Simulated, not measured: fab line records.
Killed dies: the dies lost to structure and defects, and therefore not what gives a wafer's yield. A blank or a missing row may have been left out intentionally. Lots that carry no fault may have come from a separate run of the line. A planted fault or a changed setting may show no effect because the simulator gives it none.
Split-lot experiment || flow n5-finfet || 21 wafers read from 7 lots, route of 1938 steps

## ON THE SPLIT
At N5_BEOL_M12_COAT_04 (resist thk 400 nm), the setting spin-rpm was moved away from the recipe's 1625 rpm on 9 of the 21 wafers read, by -9.9% to +9.7%. The other wafers ran this setting at the recipe's value.

## FROM THE SPLIT TO THE READING: what the file shows between them, 4 steps
- N5_BEOL_M12_EBR_06
- N5_BEOL_M12_SOFTBAKE_05: time 60 s
- N5_BEOL_M12_DESCUM_15: chemistry O2, time 7.9 s
- N5_BEOL_M12_ETCH_59: etches BARC in N2/H2, target depth 89 nm, overetch 26.7 nm, time 67.9 s

## THE READING
coat_of_BEOL_M12_COAT_04.thk-nm (the simulator's own value, which no gauge read), in nm, at N5_BEOL_M12_VIA_ETCH_16 (etches SiOC in C4F8/O2/Ar, target depth 724.8 nm). The file gives no usual value for it. The 12 wafers here that ran the recipe average 123.1 nm, standard deviation 3.3 nm.

{"wafer": "L075.1", "tool, chamber at the split": "litho-track-03, 0", "spin-rpm as run, rpm": 1625, "against the recipe": "recipe", "coat_of_BEOL_M12_COAT_04.thk-nm, nm": 126.2, "against lot-mates on the recipe": "-"}
{"wafer": "L075.2", "tool, chamber at the split": "litho-track-03, 0", "spin-rpm as run, rpm": 1702, "against the recipe": "+4.7%", "coat_of_BEOL_M12_COAT_04.thk-nm, nm": 118.8, "against lot-mates on the recipe": -7.4}
{"wafer": "L075.6", "tool, chamber at the split": "litho-track-03, 0", "spin-rpm as run, rpm": 1702, "against the recipe": "+4.7%", "coat_of_BEOL_M12_COAT_04.thk-nm, nm": 115.6, "against lot-mates on the recipe": -10.6}
{"wafer": "L083.1", "tool, chamber at the split": "litho-track-05, 0", "spin-rpm as run, rpm": 1744, "against the recipe": "+7.3%", "coat_of_BEOL_M12_COAT_04.thk-nm, nm": 102.4, "against lot-mates on the recipe": -18.4}
{"wafer": "L083.3", "tool, chamber at the split": "litho-track-05, 0", "spin-rpm as run, rpm": 1625, "against the recipe": "recipe", "coat_of_BEOL_M12_COAT_04.thk-nm, nm": 120.8, "against lot-mates on the recipe": "-"}
{"wafer": "L083.5", "tool, chamber at the split": "litho-track-05, 0", "spin-rpm as run, rpm": 1744, "against the recipe": "+7.3%", "coat_of_BEOL_M12_COAT_04.thk-nm, nm": 110, "against lot-mates on the recipe": -10.8}
{"wafer": "L092.1", "tool, chamber at the split": "litho-track-03, 0", "spin-rpm as run, rpm": 1464, "against the recipe": "-9.9%", "coat_of_BEOL_M12_COAT_04.thk-nm, nm": 147.6, "against lot-mates on the recipe": "+29.2"}
{"wafer": "L092.3", "tool, chamber at the split": "litho-track-03, 0", "spin-rpm as run, rpm": 1464, "against the recipe": "-9.9%", "coat_of_BEOL_M12_COAT_04.thk-nm, nm": 144.6, "against lot-mates on the recipe": "+26.2"}
{"wafer": "L092.4", "tool, chamber at the split": "litho-track-03, 0", "spin-rpm as run, rpm": 1625, "against the recipe": "recipe", "coat_of_BEOL_M12_COAT_04.thk-nm, nm": 118.4, "against lot-mates on the recipe": "-"}
{"wafer": "L091.1", "tool, chamber at the split": "litho-track-03, 0", "spin-rpm as run, rpm": 1625, "against the recipe": "recipe", "coat_of_BEOL_M12_COAT_04.thk-nm, nm": 125.8, "against lot-mates on the recipe": "-"}
{"wafer": "L091.2", "tool, chamber at the split": "litho-track-03, 0", "spin-rpm as run, rpm": 1472, "against the recipe": "-9.4%", "coat_of_BEOL_M12_COAT_04.thk-nm, nm": 149.4, "against lot-mates on the recipe": "+22.5"}
{"wafer": "L091.3", "tool, chamber at the split": "litho-track-03, 0", "spin-rpm as run, rpm": 1625, "against the recipe": "recipe", "coat_of_BEOL_M12_COAT_04.thk-nm, nm": 128, "against lot-mates on the recipe": "-"}
{"wafer": "L095.3", "tool, chamber at the split": "litho-track-02, 0", "spin-rpm as run, rpm": 1783, "against the recipe": "+9.7%", "coat_of_BEOL_M12_COAT_04.thk-nm, nm": 108.2, "against lot-mates on the recipe": -15.8}
{"wafer": "L095.4", "tool, chamber at the split": "litho-track-02, 0", "spin-rpm as run, rpm": 1625, "against the recipe": "recipe", "coat_of_BEOL_M12_COAT_04.thk-nm, nm": 124, "against lot-mates on the recipe": "-"}
{"wafer": "L095.5", "tool, chamber at the split": "litho-track-02, 0", "spin-rpm as run, rpm": 1783, "against the recipe": "+9.7%", "coat_of_BEOL_M12_COAT_04.thk-nm, nm": 102.6, "against lot-mates on the recipe": -21.4}
{"wafer": "L096.1", "tool, chamber at the split": "litho-track-02, 0", "spin-rpm as run, rpm": 1625, "against the recipe": "recipe", "coat_of_BEOL_M12_COAT_04.thk-nm, nm": 120.2, "against lot-mates on the recipe": "-"}
{"wafer": "L096.4", "tool, chamber at the split": "litho-track-02, 0", "spin-rpm as run, rpm": 1625, "against the recipe": "recipe", "coat_of_BEOL_M12_COAT_04.thk-nm, nm": 119.4, "against lot-mates on the recipe": "-"}
{"wafer": "L096.5", "tool, chamber at the split": "litho-track-02, 0", "spin-rpm as run, rpm": 1625, "against the recipe": "recipe", "coat_of_BEOL_M12_COAT_04.thk-nm, nm": 119.4, "against lot-mates on the recipe": "-"}
{"wafer": "L097.1", "tool, chamber at the split": "litho-track-03, 0", "spin-rpm as run, rpm": 1625, "against the recipe": "recipe", "coat_of_BEOL_M12_COAT_04.thk-nm, nm": 128, "against lot-mates on the recipe": "-"}
{"wafer": "L097.4", "tool, chamber at the split": "litho-track-03, 0", "spin-rpm as run, rpm": 1625, "against the recipe": "recipe", "coat_of_BEOL_M12_COAT_04.thk-nm, nm": 123.2, "against lot-mates on the recipe": "-"}
{"wafer": "L097.6", "tool, chamber at the split": "litho-track-03, 0", "spin-rpm as run, rpm": 1625, "against the recipe": "recipe", "coat_of_BEOL_M12_COAT_04.thk-nm, nm": 124.4, "against lot-mates on the recipe": "-"}

THE FIT
A straight line over all 21 wafers: coat_of_BEOL_M12_COAT_04.thk-nm changes by -2.18 nm for each +1% of spin-rpm; r = -0.96; the points scatter about the line by 3.7 nm.
The same after taking each lot's own level away (the mean of its wafers on the recipe; 21 wafers): -2.3 nm for each +1%; r = -0.98; scatter 2.6 nm.
On that fit, the largest move of spin-rpm shifts the reading by 23 nm.
From 118.40 to 126.90 nm: that is the span of the lots' own levels, equal to 2.6 times the standard deviation above.
The two slopes agree, so the slope changes little with the lot-to-lot level.
Check: +22.5 nm against its lot-mates is what the line predicts for one of the wafers moved furthest among these (-9.9%) when that wafer is left out of the fit. Against them it came out at +29.2 nm.

## OTHER SPLITS APPLIED TO THESE WAFERS
Note: prior to the reading, these wafers also went through further splits. Each is held against what the fit with the lots' levels taken away leaves over:
{"other split on the same wafers": "N5_BEOL_M9_TRENCH_ETCH_37 bias-w", "wafers away from the commonest value": 11, "r with coat_of_BEOL_M12_COAT_04.thk-nm (lot level and that fit taken away)": -0.12}
{"other split on the same wafers": "N5_BEOL_M10_ETCH_62 time-s", "wafers away from the commonest value": 6, "r with coat_of_BEOL_M12_COAT_04.thk-nm (lot level and that fit taken away)": "+0.14"}
{"other split on the same wafers": "N5_BEOL_M11_ILD_DEP_00 time-s", "wafers away from the commonest value": 10, "r with coat_of_BEOL_M12_COAT_04.thk-nm (lot level and that fit taken away)": "+0.36"}

## THE WHOLE CHAIN: every reading that the file lists as answering this split, in the file's order
{"step": "N5_BEOL_M12_COAT_04", "what it does": "resist thk 400 nm", "reading": "coat_of_BEOL_M12_COAT_04.thk-nm (the simulator's own value, which no gauge read)", "change (the file's fit)": "-2.05 nm for each +1% of the setting", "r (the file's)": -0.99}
{"step": "N5_BEOL_M12_ETCH_59", "what it does": "etches BARC in N2/H2, target depth 89 nm, overetch 26.7 nm, time 67.9 s", "reading": "coat_of_BEOL_M12_COAT_04.thk-nm (the simulator's own value, which no gauge read)", "change (the file's fit)": "-2.23 nm for each +1% of the setting", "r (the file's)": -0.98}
{"step": "N5_BEOL_M12_VIA_ETCH_16", "what it does": "etches SiOC in C4F8/O2/Ar, target depth 724.8 nm", "reading": "coat_of_BEOL_M12_COAT_04.thk-nm (the simulator's own value, which no gauge read)", "change (the file's fit)": "-2.28 nm for each +1% of the setting", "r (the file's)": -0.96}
{"step": "N5_BEOL_M12_STRIP_63", "what it does": "strips in N2/H2", "reading": "strip-time-to-endpoint-s", "change (the file's fit)": "withheld for each +1% of the setting", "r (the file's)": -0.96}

## FILE'S OWN FIT
coat_of_BEOL_M12_COAT_04.thk-nm changes by -2.28 nm for each +1% of spin-rpm, r = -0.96.
